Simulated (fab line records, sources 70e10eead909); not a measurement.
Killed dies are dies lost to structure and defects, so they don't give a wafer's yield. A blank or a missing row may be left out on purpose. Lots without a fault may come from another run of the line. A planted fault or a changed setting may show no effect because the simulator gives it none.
Tool commonality check | flow nand_harc | 13 lots, 39 wafers sampled

WHY IT WAS OPENED
At NHARC_A_BONDPAD_THK_MEAS_20 the reading thk_nm is flagged on 2 of 13 lots. Wafers without a fault read 170.3 nm, standard deviation 1.4.
Rule: a lot is flagged when every wafer of it that has a number lies more than 4 standard deviations from that mean, or none has a number. The other lots count as sound.

lot  | measured     | on            | thk_nm (nm), wafer by wafer | flag
L170 | day 23 02:10 | film_metro-01 | 170.9 172.1 170.6           |
L172 | day 23 19:18 | film_metro-02 | 169.5 170.2 172.5           |
L177 | day 26 07:09 | film_metro-02 | 168.3 167.6 168.8           |
L171 | day 26 11:04 | film_metro-02 | 171.6 172.3 169.5           |
L180 | day 27 02:36 | film_metro-02 | 170.8 172.6 171.1           |
L185 | day 29 06:58 | film_metro-01 | 30.9 31.1 27.2              | FLAGGED
L184 | day 29 16:44 | film_metro-02 | 30.8 28.8 31.3              | FLAGGED
L188 | day 29 18:34 | film_metro-01 | 169.7 170.8 168.4           |
L187 | day 29 22:52 | film_metro-02 | 170.5 169.2 170.5           |
L189 | day 30 19:20 | film_metro-02 | 173.5 170.2 170.1           |
L192 | day 32 06:33 | film_metro-02 | 169.1 169.5 170.3           |
L190 | day 32 10:46 | film_metro-02 | 170.8 169.7 170.4           |
L193 | day 32 14:19 | film_metro-02 | 170.0 170.9 170.5           |
The numbers of the flagged lots are 30.0 nm on average: -140.3 nm against the usual, or -99 or more standard deviations.

WHICH TOOL RAN EACH LOT
The record holds 2 process steps before the reading, out of a route of 1302 steps. In each cell: the tool, then ch and the chambers that the sampled wafers went through, then the start.
lot  | flag    | NHARC_A_BONDPAD_CMP_29        | NHARC_A_BONDPAD_ECD_18
L170 |         | cmp-02 ch 0,2,3, day 22 22:52 | ecd_cu-01 ch 0,1, day 23 01:07
L172 |         | cmp-02 ch 0,2, day 23 15:52   | ecd_cu-02 ch 0,1, day 23 18:10
L177 |         | cmp-02 ch 0,2, day 26 03:55   | ecd_cu-02 ch 0,1, day 26 06:07
L171 |         | cmp-03 ch 0,1,2, day 26 07:49 | ecd_cu-02 ch 0,1, day 26 09:59
L180 |         | cmp-03 ch 1,3, day 26 23:19   | ecd_cu-02 ch 0,1, day 27 01:33
L185 | FLAGGED | cmp-03 ch 0,1, day 29 03:35   | ecd_cu-01 ch 1, day 29 05:58
L184 | FLAGGED | cmp-04 ch 0,3, day 29 13:24   | ecd_cu-01 ch 0,1, day 29 15:45
L188 |         | cmp-03 ch 0,2,3, day 29 15:19 | ecd_cu-02 ch 0,1, day 29 17:34
L187 |         | cmp-03 ch 0,2,3, day 29 18:59 | ecd_cu-02 ch 0,1, day 29 21:51
L189 |         | cmp-02 ch 1,2, day 30 15:59   | ecd_cu-02 ch 0,1, day 30 18:27
L192 |         | cmp-02 ch 0,1,3, day 32 03:17 | ecd_cu-02 ch 0, day 32 05:30
L190 |         | cmp-03 ch 1,2,3, day 32 07:28 | ecd_cu-02 ch 0, day 32 09:40
L193 |         | cmp-02 ch 0,1,2, day 32 10:58 | ecd_cu-01 ch 0,1, day 32 13:19
What these steps do:
- NHARC_A_BONDPAD_CMP_29: polishes SiCN, target thk 200 nm.
- NHARC_A_BONDPAD_ECD_18: material Cu, target thk 400 nm.
- NHARC_A_BONDPAD_THK_MEAS_20: measures by xrf.

FLAGGED OVER TOTAL, TOOL BY TOOL (the gauges that took the reading come last)
step                        | tool          | lots run | flagged | share of the flagged lots | sound lots run after its first flagged lot
NHARC_A_BONDPAD_CMP_29      | cmp-02        | 6        | 0       | none                      | -
NHARC_A_BONDPAD_CMP_29      | cmp-03        | 6        | 1       | some                      | 3 (L188,L187,L190)
NHARC_A_BONDPAD_CMP_29      | cmp-04        | 1        | 1       | some                      | 0
NHARC_A_BONDPAD_ECD_18      | ecd_cu-01     | 4        | 2       | all                       | 1 (L193)
NHARC_A_BONDPAD_ECD_18      | ecd_cu-02     | 9        | 0       | none                      | -
NHARC_A_BONDPAD_THK_MEAS_20 | film_metro-01 | 3        | 1       | some                      | 1 (L188)
NHARC_A_BONDPAD_THK_MEAS_20 | film_metro-02 | 10       | 1       | some                      | 5 (L187,L189,L192,L190,L193)

WHAT THE TABLE ALLOWS
1 row of the table ran every flagged lot: ecd_cu-01 at NHARC_A_BONDPAD_ECD_18.
- ecd_cu-01 at NHARC_A_BONDPAD_ECD_18: 2 of its 4 lots flagged. Sound lots ran on it after the first flagged one (L193), which a lasting fault on the whole tool wouldn't allow. On the flagged lots its readings are blank where sound lots have values: bath_heat_duty_pct, bath_temp_c.
No row of the table ran every flagged lot and no sound lot after the first.

WHAT THE SIMULATOR HAD PUT IN
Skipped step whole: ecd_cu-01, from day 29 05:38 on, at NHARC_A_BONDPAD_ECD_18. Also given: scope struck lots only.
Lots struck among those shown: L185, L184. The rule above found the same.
